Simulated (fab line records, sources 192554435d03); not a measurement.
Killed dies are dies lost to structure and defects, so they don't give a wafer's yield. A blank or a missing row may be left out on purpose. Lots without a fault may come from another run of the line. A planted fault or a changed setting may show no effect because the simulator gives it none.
Chamber matching | flow n5_finfet | N5_FIN_SAQP_ETCH_57 on rie_diel-05: 4 sister chambers
The step etches SiNx in CH3F/O2, target depth 32.5 nm, time 46.4 s. 8 wafers are shown with their chamber, then 7 later ones without.

WAFERS WITH THEIR CHAMBER
wafer  | chamber | drypump_motor_current_A (A) | throttle_valve_pct (%)
L074.2 | 2       | 6.16                        | 16.33
L085.2 | 3       | 5.93                        | 16.62
L085.3 | 2       | 6.15                        | 16.40
L087.1 | 1       | 5.80                        | 16.24
L087.2 | 0       | 5.55                        | 15.98
L087.6 | 1       | 5.81                        | 16.24
L093.1 | 0       | 5.57                        | 16.02
L093.2 | 3       | 5.84                        | 16.65

WAFERS WITHOUT THEIR CHAMBER
wafer  | drypump_motor_current_A (A) | throttle_valve_pct (%)
L093.4 | 5.81                        | 15.80
L094.1 | 5.92                        | 16.66
L094.2 | 6.14                        | 16.42
L094.3 | 5.81                        | 15.78
L096.3 | 5.78                        | 15.78
L096.5 | 5.59                        | 16.03
L096.6 | 5.80                        | 15.78

WHICH CHAMBER EACH WENT THROUGH
wafer  | from the rows above | in truth
L093.4 | 0                   | 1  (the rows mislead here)
L094.1 | 3                   | 3
L094.2 | 2                   | 2
L094.3 | 0                   | 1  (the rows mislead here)
L096.3 | 0                   | 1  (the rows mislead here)
L096.5 | 0                   | 0
L096.6 | 0                   | 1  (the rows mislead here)
Placed correctly: 3 of 7. Can't be placed from these rows: 0. Placed wrongly: 4.
How it was worked out, from the rows above alone: a wafer's distance from a chamber is the root of the sum, over the readings, of the square of ((its reading less the chamber's mean) divided by the reading's scatter). The wafer belongs to the nearest chamber; if the next one is less than 2 further off, it can't be placed. A chamber's mean is the mean of its shown wafers. The scatter: the root of (the sum of the squares of (reading less its chamber's mean) over the shown wafers, divided by (wafers less chambers)).
